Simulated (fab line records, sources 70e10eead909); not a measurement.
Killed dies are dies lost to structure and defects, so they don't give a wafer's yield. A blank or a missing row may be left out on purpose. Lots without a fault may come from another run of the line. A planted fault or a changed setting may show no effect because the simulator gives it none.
Problem report in the 8D (eight disciplines) form, filled by code | flow nand_harc | the parts of the form that need people (team, actions taken, sign-off) are left out

1. THE PROBLEM
thk_nm at NHARC_A_ONON_D2_THK_MEAS_24 reads a mean of 1693 nm on 6 wafers of 2 lots; wafers without a fault read 1002 nm with a standard deviation of 10. That is +69 standard deviations from the usual mean.
The step: measures by ellipsometry.
First seen on wafer L595.1, day 15 21:59, on film_metro-02. The record holds 39 wafers of 13 lots with a number at this step. Rule for "out", or "out of limits": more than 4 standard deviations from the usual mean. The other wafers with a number count as sound.

2. WHAT IT IS AND WHAT IT IS NOT
question                    | is                           | is not
which readings at this step | thk_nm                       | -
which lots                  | L595, L596                   | L587, L588, L592, L593, L594, L604, L605, L607, L608, L609, L610
which wafers of those lots  | all that have a number       | -
read on which gauges        | film_metro-01, film_metro-02 | -
when                        | from day 15 21:59            | up to then (15 sound wafers); but 18 sound wafers of L604, L605, L607, L608, L609, L610 came after

3. SUSPECTS, AND WHAT RULES EACH OUT
Counting: a tool at a process step up to the reading stays a suspect if it ran every lot that is out and no sound lot after the first of them.
- the gauge at NHARC_A_ONON_D2_THK_MEAS_24: ruled out. The wafers that are out were read on 2 gauges (film_metro-01, film_metro-02).
- pecvd_onon-04 at NHARC_A_ONON_D2_DEP_22 (target thk 1000 nm): ruled out as a lasting fault. Sound lots L604, L605, L610 ran on it after its first lot that is out, L595 (day 15 21:29).
Left after counting: nothing in the record.

4. THE CAUSE (what the simulator had put in)
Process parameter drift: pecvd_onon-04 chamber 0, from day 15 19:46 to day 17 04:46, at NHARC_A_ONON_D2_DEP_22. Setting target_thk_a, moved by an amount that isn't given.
Counting ruled it out, wrongly: the rule takes a fault to strike every lot that its tool runs from its start on, and this one did not.

5. THE CHAIN OF EFFECTS, in route order
Each row: a reading whose mean over the struck wafers that have a number lies more than 3 standard deviations from the usual. Only readings for which the record gives a usual standard deviation are gone through. hours: the time from each lot's start at the first step in this table that gives one to its start at this step, as a median over the lots. sigmas: the change in usual standard deviations.
hours | step                        | reading         | usual   | on struck wafers | change | sigmas
0     | NHARC_A_ONON_D2_THK_MEAS_24 | thk_nm          | 1002 nm | 1693             | +691   | +69
273   | NHARC_END_SORT_01           | killed_at_array | 58      | 674              | +616   | +31
273   | NHARC_END_SORT_01           | killed_dies     | 63      | 677              | +614   | +31

6. WHAT WOULD HAVE CAUGHT IT SOONER
In this record the first reading out of limits at a measuring or inspecting step was taken at day 15 21:59, 2 hours after the fault began at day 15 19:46.
Of the tool readings at NHARC_A_ONON_D2_DEP_22 for which the record gives a usual standard deviation, none was out on any struck wafer, so an alarm limit of 4 standard deviations on them would not have fired.
